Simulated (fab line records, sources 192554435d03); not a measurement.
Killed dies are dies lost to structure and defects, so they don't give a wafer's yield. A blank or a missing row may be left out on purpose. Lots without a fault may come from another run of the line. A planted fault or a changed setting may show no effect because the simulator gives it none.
Which tool did it? | flow n5_finfet | 24 lots, 72 wafers sampled, at 6 steps of a route of 1938

WHAT THE GAUGES READ, wafer by wafer
The record holds no reading of a measuring or inspecting step that can be judged against a usual standard deviation.

WHICH TOOL RAN EACH LOT (tool, then ch and the chambers of the sampled wafers, then the start)
lot  | N5_BEOL_M4_STRIP_19                | N5_BEOL_M4_DESCUM_33               | N5_BEOL_M4_ETCH_70                 | N5_BEOL_M4_ANNEAL_82         | N5_BEOL_M4_SPUTTER_92        | N5_BEOL_M4_SPUTTER_96
L074 | rie_diel-06 ch 2,3, day 7 21:35    | rie_diel-01 ch 0,2, day 7 22:07    | rie_diel-01 ch 0,2,3, day 8 01:56  | pvd_sputter-01, day 8 04:02  | pvd_sputter-01, day 8 04:50  | pvd_sputter-01, day 8 05:16
L076 | rie_diel-06 ch 0,1,3, day 8 00:31  | rie_diel-02 ch 2,3, day 8 01:02    | rie_diel-01 ch 0,1, day 9 00:11    | pvd_sputter-02, day 9 02:01  | pvd_sputter-02, day 9 02:49  | pvd_sputter-02, day 9 03:15
L075 | rie_diel-06 ch 1,3, day 8 01:26    | rie_diel-06 ch 0,2, day 8 02:04    | rie_diel-02 ch 2,3, day 8 03:03    | pvd_sputter-03, day 8 06:18  | pvd_sputter-03, day 8 07:06  | pvd_sputter-03, day 8 07:32
L078 | rie_diel-01 ch 0,1,2, day 8 13:25  | rie_diel-01 ch 0,1,2, day 8 14:05  | rie_diel-06 ch 1,2,3, day 9 03:10  | pvd_sputter-01, day 9 04:52  | pvd_sputter-01, day 9 05:40  | pvd_sputter-01, day 9 06:06
L079 | rie_diel-02 ch 0,3, day 9 02:26    | rie_diel-02 ch 1,2,3, day 9 03:05  | rie_diel-06 ch 1,2, day 9 06:50    | pvd_sputter-02, day 9 10:01  | pvd_sputter-02, day 9 10:49  | pvd_sputter-02, day 9 11:15
L077 | rie_diel-02 ch 1,2, day 9 02:29    | rie_diel-01 ch 1,2,3, day 9 03:08  | rie_diel-01 ch 0,1,2, day 9 06:41  | pvd_sputter-03, day 9 08:30  | pvd_sputter-03, day 9 09:18  | pvd_sputter-03, day 9 09:44
L081 | rie_diel-02 ch 0,1,2, day 9 11:29  | rie_diel-01 ch 2,3, day 9 12:10    | rie_diel-02 ch 1,2,3, day 9 13:32  | pvd_sputter-01, day 9 17:04  | pvd_sputter-01, day 9 17:52  | pvd_sputter-01, day 9 18:18
L080 | rie_diel-06 ch 1,2,3, day 9 17:02  | rie_diel-01 ch 0,1,2, day 9 17:35  | rie_diel-06 ch 1,3, day 9 18:16    | pvd_sputter-02, day 9 20:04  | pvd_sputter-02, day 9 20:52  | pvd_sputter-02, day 9 21:19
L082 | rie_diel-02 ch 0,2,3, day 9 19:48  | rie_diel-01 ch 1,2,3, day 9 20:26  | rie_diel-06 ch 1,2,3, day 10 01:32 | pvd_sputter-02, day 10 04:05 | pvd_sputter-02, day 10 04:53 | pvd_sputter-02, day 10 05:19
L083 | rie_diel-02 ch 0,1,3, day 10 12:50 | rie_diel-06 ch 0,1,2, day 10 13:20 | rie_diel-02 ch 0,1,3, day 10 16:19 | pvd_sputter-02, day 10 18:26 | pvd_sputter-02, day 10 19:14 | pvd_sputter-02, day 10 19:41
L084 | rie_diel-01 ch 1,2,3, day 10 17:38 | rie_diel-06 ch 0,1,3, day 10 18:08 | rie_diel-01 ch 0,1,3, day 10 19:53 | pvd_sputter-03, day 10 22:31 | pvd_sputter-03, day 10 23:19 | pvd_sputter-03, day 10 23:45
L085 | rie_diel-02 ch 1,2, day 10 20:51   | rie_diel-06 ch 0,1,3, day 10 21:44 | rie_diel-02 ch 0,1,3, day 10 22:55 | pvd_sputter-02, day 11 00:53 | pvd_sputter-02, day 11 01:41 | pvd_sputter-02, day 11 02:07
L087 | rie_diel-01 ch 0,1,3, day 10 23:50 | rie_diel-06 ch 0,1,2, day 11 00:20 | rie_diel-02 ch 0,2,3, day 11 01:53 | pvd_sputter-02, day 11 03:53 | pvd_sputter-02, day 11 04:41 | pvd_sputter-02, day 11 05:07
L086 | rie_diel-02 ch 0,1, day 11 01:32   | rie_diel-02 ch 0,1,3, day 11 02:19 | rie_diel-01 ch 0,1, day 11 04:56   | pvd_sputter-02, day 11 07:00 | pvd_sputter-02, day 11 07:48 | pvd_sputter-02, day 11 08:14
L088 | rie_diel-06 ch 0,1,2, day 11 08:19 | rie_diel-02 ch 0,1,3, day 11 08:50 | rie_diel-06 ch 0,2,3, day 12 04:29 | pvd_sputter-02, day 12 07:11 | pvd_sputter-02, day 12 07:59 | pvd_sputter-02, day 12 08:26
L090 | rie_diel-06 ch 1,2,3, day 11 14:59 | rie_diel-01 ch 0,3, day 11 15:40   | rie_diel-02 ch 0,1,2, day 12 07:09 | pvd_sputter-01, day 12 09:44 | pvd_sputter-01, day 12 10:32 | pvd_sputter-01, day 12 10:59
L089 | rie_diel-01 ch 1,2,3, day 11 19:41 | rie_diel-02 ch 0,2,3, day 11 20:43 | rie_diel-02 ch 0,2,3, day 12 08:06 | pvd_sputter-02, day 12 10:21 | pvd_sputter-02, day 12 11:09 | pvd_sputter-02, day 12 11:35
L091 | rie_diel-01 ch 1,2, day 12 08:40   | rie_diel-06 ch 0,3, day 12 09:19   | rie_diel-06 ch 0,1,3, day 12 14:13 | pvd_sputter-03, day 12 16:27 | pvd_sputter-03, day 12 17:15 | pvd_sputter-03, day 12 17:41
L093 | rie_diel-01 ch 0,2,3, day 12 13:40 | rie_diel-01 ch 1,2,3, day 12 14:14 | rie_diel-02 ch 1,2,3, day 12 19:55 | pvd_sputter-01, day 12 23:49 | pvd_sputter-01, day 13 00:37 | pvd_sputter-01, day 13 01:03
L092 | rie_diel-01 ch 2,3, day 12 19:13   | rie_diel-01 ch 1,2,3, day 12 19:52 | rie_diel-01 ch 2,3, day 13 04:02   | pvd_sputter-03, day 13 06:16 | pvd_sputter-03, day 13 07:04 | pvd_sputter-03, day 13 07:30
L094 | rie_diel-01 ch 1,2, day 13 08:48   | rie_diel-06 ch 1,2, day 13 09:20   | rie_diel-01 ch 1,2,3, day 13 11:05 | pvd_sputter-01, day 13 13:08 | pvd_sputter-01, day 13 13:56 | pvd_sputter-01, day 13 14:23
L095 | rie_diel-06 ch 1,2,3, day 13 10:14 | rie_diel-01 ch 0,3, day 13 10:44   | rie_diel-01 ch 0,1,3, day 13 11:29 | pvd_sputter-01, day 13 14:59 | pvd_sputter-01, day 13 15:47 | pvd_sputter-01, day 13 16:13
L097 | rie_diel-01 ch 0,1, day 13 16:05   | rie_diel-02 ch 0,1, day 13 16:36   | rie_diel-01 ch 0,1,2, day 13 20:47 | pvd_sputter-02, day 13 22:29 | pvd_sputter-02, day 13 23:17 | pvd_sputter-02, day 13 23:43
L096 | rie_diel-02 ch 0,1,2, day 13 17:19 | rie_diel-01 ch 0,2,3, day 13 17:59 | rie_diel-06 ch 1,2,3, day 14 00:13 | pvd_sputter-02, day 14 01:58 | pvd_sputter-02, day 14 02:46 | pvd_sputter-02, day 14 03:13
- N5_BEOL_M4_STRIP_19: strips in O2.
- N5_BEOL_M4_DESCUM_33: chemistry O2, time 7 s.
- N5_BEOL_M4_ETCH_70: etches SOC in N2/H2, target depth 80 nm, overetch 24 nm, time 130 s.
- N5_BEOL_M4_ANNEAL_82: time 240 s.
- N5_BEOL_M4_SPUTTER_92: material Cu, target thk 4.5 nm, time 8.29 s.
- N5_BEOL_M4_SPUTTER_96: material Cu, target thk 4.5 nm, time 8.29 s.

WHAT THE TOOLS THEMSELVES READ (means of the sampled wafers that have a number; where no wafer has one, the mark that the record gives instead)
N5_BEOL_M4_STRIP_19.
lot  | tool        | drypump_motor_current_A (A) | oes_product_au (a.u.) | rf_vpp_V (V) | showerhead_plenum_p_Torr (Torr) | throttle_valve_pct (%)
L074 | rie_diel-06 | 5.23                        | 0.87                  | 3.6          | 2.07                            | 16.75
L076 | rie_diel-06 | 5.64                        | 0.83                  | 3.4          | 2.09                            | 16.72
L075 | rie_diel-06 | 5.73                        | 0.88                  | 3.9          | 2.16                            | 16.50
L078 | rie_diel-01 | 5.70                        | 0.86                  | 3.4          | 2.08                            | 16.55
L079 | rie_diel-02 | 6.07                        | 0.75                  | 4.0          | 2.11                            | 16.69
L077 | rie_diel-02 | 5.43                        | 0.89                  | 3.7          | 2.09                            | 16.19
L081 | rie_diel-02 | 5.62                        | 0.89                  | 3.7          | 2.11                            | 16.34
L080 | rie_diel-06 | 5.46                        | 0.87                  | 3.1          | 2.13                            | 16.61
L082 | rie_diel-02 | 5.80                        | 0.81                  | 3.6          | 2.08                            | 16.52
L083 | rie_diel-02 | 5.90                        | 0.82                  | 3.7          | 2.14                            | 16.54
L084 | rie_diel-01 | 5.64                        | 0.86                  | 3.2          | 2.14                            | 16.42
L085 | rie_diel-02 | 5.43                        | 0.87                  | 3.8          | 2.09                            | 16.21
L087 | rie_diel-01 | 5.57                        | 0.88                  | 4.1          | 2.14                            | 16.43
L086 | rie_diel-02 | 5.71                        | 0.88                  | 3.5          | 2.17                            | 16.38
L088 | rie_diel-06 | 5.62                        | 0.81                  | 3.9          | 2.12                            | 16.70
L090 | rie_diel-06 | 5.46                        | 0.84                  | 4.0          | 2.13                            | 16.64
L089 | rie_diel-01 | 5.63                        | 0.85                  | 3.1          | 2.14                            | 16.43
L091 | rie_diel-01 | 5.74                        | 0.78                  | 3.7          | 2.07                            | 16.61
L093 | rie_diel-01 | 5.70                        | 0.81                  | 3.8          | 2.11                            | 16.58
L092 | rie_diel-01 | 5.73                        | 0.79                  | 3.5          | 2.11                            | 16.59
L094 | rie_diel-01 | 5.64                        | 0.82                  | 3.7          | 2.09                            | 16.51
L095 | rie_diel-06 | 5.45                        | 0.83                  | 3.9          | 2.12                            | 16.67
L097 | rie_diel-01 | 5.57                        | 0.85                  | 3.7          | 2.09                            | 16.52
L096 | rie_diel-02 | 5.63                        | 0.84                  | 3.2          | 2.10                            | 16.41

N5_BEOL_M4_DESCUM_33.
lot  | tool        | drypump_motor_current_A (A) | oes_product_au (a.u.) | rf_vpp_V (V) | showerhead_plenum_p_Torr (Torr) | throttle_valve_pct (%)
L074 | rie_diel-01 | 5.79                        | 0.80                  | 242.1        | 2.05                            | 20.48
L076 | rie_diel-02 | 5.59                        | 0.84                  | 243.0        | 2.06                            | 20.06
L075 | rie_diel-06 | 5.53                        | 0.79                  | 242.1        | 2.05                            | 20.72
L078 | rie_diel-01 | 5.71                        | 0.86                  | 242.5        | 2.07                            | 20.36
L079 | rie_diel-02 | 5.67                        | 0.83                  | 243.7        | 2.11                            | 20.08
L077 | rie_diel-01 | 5.63                        | 0.89                  | 243.1        | 2.14                            | 20.19
L081 | rie_diel-01 | 5.60                        | 0.90                  | 244.1        | 2.18                            | 20.15
L080 | rie_diel-01 | 5.70                        | 0.83                  | 242.5        | 2.07                            | 20.37
L082 | rie_diel-01 | 5.61                        | 0.88                  | 243.7        | 2.14                            | 20.20
L083 | rie_diel-06 | 5.60                        | 0.82                  | 243.6        | 2.11                            | 20.51
L084 | rie_diel-06 | 5.66                        | 0.80                  | 243.6        | 2.07                            | 20.56
L085 | rie_diel-06 | 5.66                        | 0.80                  | 243.9        | 2.08                            | 20.55
L087 | rie_diel-06 | 5.60                        | 0.82                  | 243.9        | 2.11                            | 20.52
L086 | rie_diel-02 | 5.85                        | 0.81                  | 243.6        | 2.13                            | 20.25
L088 | rie_diel-02 | 5.88                        | 0.80                  | 244.8        | 2.13                            | 20.26
L090 | rie_diel-01 | 5.63                        | 0.85                  | 243.6        | 2.10                            | 20.34
L089 | rie_diel-02 | 5.80                        | 0.80                  | 242.9        | 2.07                            | 20.26
L091 | rie_diel-06 | 5.41                        | 0.78                  | 241.3        | 2.00                            | 20.72
L093 | rie_diel-01 | 5.62                        | 0.84                  | 244.2        | 2.13                            | 20.23
L092 | rie_diel-01 | 5.61                        | 0.83                  | 242.8        | 2.13                            | 20.24
L094 | rie_diel-06 | 5.42                        | 0.83                  | 243.6        | 2.16                            | 20.43
L095 | rie_diel-01 | 5.64                        | 0.82                  | 243.4        | 2.10                            | 20.35
L097 | rie_diel-02 | 5.69                        | 0.85                  | 244.6        | 2.16                            | 20.12
L096 | rie_diel-01 | 5.70                        | 0.80                  | 243.4        | 2.10                            | 20.37

N5_BEOL_M4_ETCH_70.
lot  | tool        | drypump_motor_current_A (A) | oes_product_au (a.u.) | rf_vpp_V (V) | showerhead_plenum_p_Torr (Torr) | throttle_valve_pct (%)
L074 | rie_diel-01 | 5.68                        | 0.56                  | 520.2        | 2.45                            | 17.79
L076 | rie_diel-01 | 5.61                        | 0.67                  | 525.0        | 2.60                            | 17.94
L075 | rie_diel-02 | 5.60                        | 0.62                  | 523.0        | 2.51                            | 17.47
L078 | rie_diel-06 | 5.47                        | 0.64                  | 524.5        | 2.57                            | 17.72
L079 | rie_diel-06 | 5.41                        | 0.65                  | 526.4        | 2.61                            | 17.57
L077 | rie_diel-01 | 5.68                        | 0.62                  | 523.9        | 2.53                            | 17.88
L081 | rie_diel-02 | 5.69                        | 0.61                  | 524.5        | 2.58                            | 17.50
L080 | rie_diel-06 | 5.50                        | 0.63                  | 524.3        | 2.54                            | 17.86
L082 | rie_diel-06 | 5.46                        | 0.64                  | 525.4        | 2.57                            | 17.73
L083 | rie_diel-02 | 5.88                        | 0.59                  | 525.6        | 2.60                            | 17.68
L084 | rie_diel-01 | 5.60                        | 0.65                  | 525.4        | 2.62                            | 17.74
L085 | rie_diel-02 | 5.90                        | 0.59                  | 525.2        | 2.60                            | 17.69
L087 | rie_diel-02 | 5.81                        | 0.58                  | 523.2        | 2.53                            | 17.68
L086 | rie_diel-01 | 5.56                        | 0.64                  | 523.7        | 2.59                            | 17.98
L088 | rie_diel-06 | 5.38                        | 0.58                  | 521.8        | 2.47                            | 17.99
L090 | rie_diel-02 | 5.65                        | 0.62                  | 524.8        | 2.60                            | 17.69
L089 | rie_diel-02 | 5.82                        | 0.58                  | 522.8        | 2.53                            | 17.70
L091 | rie_diel-06 | 5.64                        | 0.58                  | 523.3        | 2.51                            | 17.92
L093 | rie_diel-02 | 5.69                        | 0.59                  | 524.0        | 2.57                            | 17.54
L092 | rie_diel-01 | 5.62                        | 0.63                  | 525.7        | 2.61                            | 17.43
L094 | rie_diel-01 | 5.63                        | 0.61                  | 525.0        | 2.58                            | 17.67
L095 | rie_diel-01 | 5.60                        | 0.63                  | 525.0        | 2.61                            | 17.78
L097 | rie_diel-01 | 5.69                        | 0.59                  | 522.7        | 2.51                            | 17.94
L096 | rie_diel-06 | 5.48                        | 0.60                  | 524.1        | 2.56                            | 17.78

N5_BEOL_M4_ANNEAL_82.
lot  | tool           | heater_power_w (W)
L074 | pvd_sputter-01 | 931
L076 | pvd_sputter-02 | 887
L075 | pvd_sputter-03 | 845
L078 | pvd_sputter-01 | 878
L079 | pvd_sputter-02 | 767
L077 | pvd_sputter-03 | 842
L081 | pvd_sputter-01 | 852
L080 | pvd_sputter-02 | 892
L082 | pvd_sputter-02 | 752
L083 | pvd_sputter-02 | 865
L084 | pvd_sputter-03 | 830
L085 | pvd_sputter-02 | 765
L087 | pvd_sputter-02 | 879
L086 | pvd_sputter-02 | 865
L088 | pvd_sputter-02 | 888
L090 | pvd_sputter-01 | 865
L089 | pvd_sputter-02 | 893
L091 | pvd_sputter-03 | 893
L093 | pvd_sputter-01 | 854
L092 | pvd_sputter-03 | 842
L094 | pvd_sputter-01 | 899
L095 | pvd_sputter-01 | 900
L097 | pvd_sputter-02 | 780
L096 | pvd_sputter-02 | 894

N5_BEOL_M4_SPUTTER_92.
lot  | tool           | substrate_temp_c (C) | throttle_valve_pct (%)
L074 | pvd_sputter-01 | -20.10               | 29.0
L076 | pvd_sputter-02 | -20.11               | 29.2
L075 | pvd_sputter-03 | -19.96               | 30.7
L078 | pvd_sputter-01 | -19.89               | 28.3
L079 | pvd_sputter-02 | -20.00               | 29.5
L077 | pvd_sputter-03 | -20.03               | 30.7
L081 | pvd_sputter-01 | -19.86               | 29.2
L080 | pvd_sputter-02 | -19.93               | 29.2
L082 | pvd_sputter-02 | -19.86               | 29.5
L083 | pvd_sputter-02 | -20.06               | 28.5
L084 | pvd_sputter-03 | -19.96               | 30.7
L085 | pvd_sputter-02 | -20.05               | 29.3
L087 | pvd_sputter-02 | -19.97               | 28.6
L086 | pvd_sputter-02 | -19.97               | 28.6
L088 | pvd_sputter-02 | -19.83               | 29.2
L090 | pvd_sputter-01 | -19.98               | 29.5
L089 | pvd_sputter-02 | -19.99               | 29.3
L091 | pvd_sputter-03 | -20.13               | 31.1
L093 | pvd_sputter-01 | -19.96               | 29.0
L092 | pvd_sputter-03 | -20.12               | 30.6
L094 | pvd_sputter-01 | -19.96               | 28.8
L095 | pvd_sputter-01 | -20.05               | 28.3
L097 | pvd_sputter-02 | -19.98               | 30.2
L096 | pvd_sputter-02 | -19.94               | 29.1

N5_BEOL_M4_SPUTTER_96.
lot  | tool           | substrate_temp_c (C) | throttle_valve_pct (%)
L074 | pvd_sputter-01 | -19.95               | 29.1
L076 | pvd_sputter-02 | -20.05               | 29.2
L075 | pvd_sputter-03 | -20.03               | 30.6
L078 | pvd_sputter-01 | -19.94               | 28.4
L079 | pvd_sputter-02 | -19.84               | 29.5
L077 | pvd_sputter-03 | -20.07               | 30.6
L081 | pvd_sputter-01 | -19.98               | 29.2
L080 | pvd_sputter-02 | -20.18               | 29.3
L082 | pvd_sputter-02 | -20.00               | 29.4
L083 | pvd_sputter-02 | -19.94               | 28.6
L084 | pvd_sputter-03 | -20.00               | 30.8
L085 | pvd_sputter-02 | -19.98               | 29.5
L087 | pvd_sputter-02 | -20.15               | 28.7
L086 | pvd_sputter-02 | -19.95               | 28.6
L088 | pvd_sputter-02 | -20.10               | 29.1
L090 | pvd_sputter-01 | -20.01               | 29.6
L089 | pvd_sputter-02 | -20.07               | 29.3
L091 | pvd_sputter-03 | -20.02               | 30.9
L093 | pvd_sputter-01 | -20.00               | 29.1
L092 | pvd_sputter-03 | -20.08               | 30.5
L094 | pvd_sputter-01 | -19.96               | 28.5
L095 | pvd_sputter-01 | -20.06               | 28.4
L097 | pvd_sputter-02 | -20.09               | 30.0
L096 | pvd_sputter-02 | -20.01               | 29.2

THE ANSWER, worked out from the rows above alone
Rule: what is usual is taken from the lots themselves. Put in order of their means at a reading, lots are off if they are a third of the lots or fewer, leave a main group of 4 or more, and stand apart from it by a gap of 3 or more times the standard deviation of the main group's means; of several such gaps the widest counts. A main group whose means are all the same, to the digits that the tables above print for the reading, isn't used. A lot without any number at a reading at which 4 lots or more have one is off too. The other lots that the step has rows for count as sound. The gauges are gone through in route order, then the tools' own readings, and for those a lot's mean is taken as printed above. The first step at which some lot is off is used, and at that step the reading that is off furthest; a lot without a number counts as furthest.
No lot is off at any reading shown: from this, nothing can be told.

WHAT THE SIMULATOR HAD PUT IN
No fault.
